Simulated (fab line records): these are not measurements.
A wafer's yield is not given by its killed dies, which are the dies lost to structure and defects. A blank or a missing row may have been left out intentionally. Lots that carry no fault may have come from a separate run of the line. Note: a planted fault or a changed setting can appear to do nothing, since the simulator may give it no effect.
One fault seen from 3 desks    flow n5_finfet    only its own numbers are on each desk; what lay behind them is given at the end

== THE DEFECT DESK ==
Lot by lot, what the route's inspections counted, given as the mean of those sampled wafers with a number. Any lot whose mean is over 4 standard deviations away from the usual mean is out of limits and marked OUT; that distance is given in the brackets.
Columns: A = raw_defect_count at N5_BEOL_M11_INSPECT_30, usual 394
lot   first seen here  A
L305  day 11 11:10     376
L306  day 11 13:38     304
L309  day 12 09:19     309
L314  day 13 22:10     493
L318  day 14 22:32     681
L323  day 15 21:36     384
L324  day 16 11:26     349
L322  day 16 21:41     369
L326  day 17 05:51     352
L325  day 17 06:01     379
Result from this desk: across the 10 lots, nothing is out of limits.

== METROLOGY DESK ==
Lot by lot, what the gauges showed, no matter which tool ran the lot: averages of those sampled wafers that carry a number. Any lot whose mean is over 4 standard deviations away from the usual mean is out of limits and marked OUT; that distance is given in the brackets. Shown here are 7 of its 11 readings, the ones lying furthest out on some lot.
Columns: A = DIBL_N at N5_BEOL_M4_RC_MEAS_101, usual 36.1 mV/V; B = DIBL_P at N5_BEOL_M4_RC_MEAS_101, usual 35.9 mV/V; C = IOFF_P at N5_BEOL_M4_RC_MEAS_101, usual 0.21 nA/um; D = ION_N at N5_BEOL_M4_RC_MEAS_101, usual 673 uA/um; E = SS_P at N5_BEOL_M4_RC_MEAS_101, usual 73.2 mV/dec; F = VT_N at N5_BEOL_M4_RC_MEAS_101, usual 250.5 mV; G = trench_depth_nm at N5_BEOL_M11_OCD_MEAS_38, usual 149 nm
lot   first seen here  A     B     C     D    E     F      G
L305  day 9 04:24      36.1  36.6  0.25  686  73.3  246.8  146
L306  day 9 07:53      36.9  37.3  0.23  679  73.9  250.8  148
L309  day 9 15:22      35.0  35.4  0.22  677  73.3  250.1  149
L314  day 11 15:58     34.0  33.5  0.18  666  73.1  252.5  148
L318  day 12 15:35     35.0  36.0  0.21  667  73.3  252.1  147
L323  day 13 14:39     34.0  33.3  0.20  672  72.2  250.9  149
L324  day 13 18:20     35.9  34.5  0.21  674  72.4  250.3  149
L322  day 14 07:14     35.0  33.5  0.17  666  71.9  252.6  151
L325  day 14 09:39     35.9  36.9  0.19  678  72.9  250.1  152
L326  day 14 10:16     37.2  34.8  0.18  671  73.2  251.1  149
Result from this desk: across the 10 lots, nothing is out of limits.

== TOOL OWNER'S DESK, ald_metal-01 ==
The tool's own readings at N5_BEOL_M11_ALD_74 (deposits TaN, target thk 2 nm, pulse time 2 s, purge time 3 s): means of the sampled wafers that have a number, for each lot that ran on this tool. Any lot whose mean is over 4 standard deviations away from the usual mean is out of limits and marked OUT; that distance is given in the brackets.
Columns: A = chamber_pressure_Torr at N5_BEOL_M11_ALD_74, usual 3.000 Torr; B = heater_power_w at N5_BEOL_M11_ALD_74, usual 427 W; C = mfc_carrier_sccm at N5_BEOL_M11_ALD_74, usual 1500 sccm
lot   first seen here  A      B    C
L314  day 14 02:27     3.000  464  1499
L324  day 16 13:10     3.000  428  1500
L325  day 17 07:13     2.995  419  1498
Result from this desk: across the 3 lots, nothing is out of limits.

== BROUGHT TOGETHER ==
No out-of-limits result turned up at the defect desk.
Metrology desk: nothing out of limits seen.
The tool owner's desk saw nothing out of limits.

== WHAT WAS PUT IN BY THE SIMULATOR ==
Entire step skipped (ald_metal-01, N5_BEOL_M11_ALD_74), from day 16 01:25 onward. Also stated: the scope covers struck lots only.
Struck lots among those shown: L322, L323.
